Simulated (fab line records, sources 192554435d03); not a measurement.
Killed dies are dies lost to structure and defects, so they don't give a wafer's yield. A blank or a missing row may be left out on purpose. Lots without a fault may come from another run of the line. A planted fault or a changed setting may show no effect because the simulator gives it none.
Chamber matching | flow n5_finfet | N5_BEOL_M3_ETCH_70 on rie_diel-02: 4 sister chambers
The step etches SOC in N2/H2, target depth 80 nm, overetch 16 nm, time 120 s. 18 wafers are shown with their chamber, then 9 later ones without.

WAFERS WITH THEIR CHAMBER
wafer  | chamber | drypump_motor_current_A (A) | throttle_valve_pct (%) | oes_product_au (a.u.)
L074.2 | 0       | 5.7                         | 17.5                   | 0.72
L074.3 | 3       | 6.2                         | 18.1                   | 0.54
L074.6 | 1       | 5.2                         | 18.1                   | 0.54
L075.1 | 0       | 5.6                         | 17.5                   | 0.71
L075.2 | 3       | 6.2                         | 18.1                   | 0.53
L075.5 | 3       | 6.2                         | 18.1                   | 0.53
L077.1 | 3       | 6.2                         | 18.1                   | 0.53
L077.5 | 1       | 5.2                         | 18.2                   | 0.55
L077.6 | 3       | 6.2                         | 18.1                   | 0.53
L078.1 | 1       | 5.2                         | 18.1                   | 0.54
L078.3 | 2       | 6.4                         | 17.7                   | 0.76
L078.6 | 3       | 6.2                         | 18.1                   | 0.54
L080.3 | 2       | 6.4                         | 17.7                   | 0.73
L080.4 | 3       | 6.2                         | 18.1                   | 0.53
L080.5 | 2       | 6.4                         | 17.7                   | 0.72
L083.3 | 1       | 5.2                         | 18.2                   | 0.54
L083.5 | 2       | 6.4                         | 17.7                   | 0.72
L083.6 | 1       | 5.2                         | 18.2                   | 0.54

SIGNATURES (means of the wafers above)
reading                 | chamber 0 | chamber 1 | chamber 2 | chamber 3 | scatter within a chamber
drypump_motor_current_A | 5.650     | 5.200     | 6.400     | 6.200     | 0.0189
throttle_valve_pct      | 17.500    | 18.160    | 17.700    | 18.100    | 0.0293
oes_product_au          | 0.7150    | 0.5420    | 0.7325    | 0.5329    | 0.00981
Rule: a wafer's distance from a chamber is the root of the sum, over the readings, of the square of ((its reading less the chamber's mean) divided by the reading's scatter). The wafer belongs to the nearest chamber; if the next one is less than 2 further off, it can't be placed. The scatter: the root of (the sum of the squares of (reading less its chamber's mean) over the shown wafers, divided by (wafers less chambers)).

WAFERS WITHOUT THEIR CHAMBER
wafer  | drypump_motor_current_A (A) | throttle_valve_pct (%) | oes_product_au (a.u.)
L084.2 | 5.6                         | 17.6                   | 0.69
L084.4 | 5.2                         | 18.2                   | 0.54
L084.6 | 5.2                         | 18.2                   | 0.53
L093.1 | 6.4                         | 17.8                   | 0.69
L093.5 | 6.4                         | 17.8                   | 0.68
L093.6 | 6.2                         | 18.1                   | 0.52
L095.2 | 6.4                         | 17.8                   | 0.68
L095.3 | 5.2                         | 18.2                   | 0.52
L095.4 | 6.4                         | 17.8                   | 0.68

WHICH CHAMBER EACH WENT THROUGH
wafer  | from the rows above | in truth
L084.2 | 0                   | 0
L084.4 | 1                   | 1
L084.6 | 1                   | 1
L093.1 | 2                   | 2
L093.5 | 2                   | 2
L093.6 | 3                   | 3
L095.2 | 2                   | 2
L095.3 | 1                   | 1
L095.4 | 2                   | 2
Placed correctly: 9 of 9. Can't be placed from these rows: 0. Placed wrongly: 0.
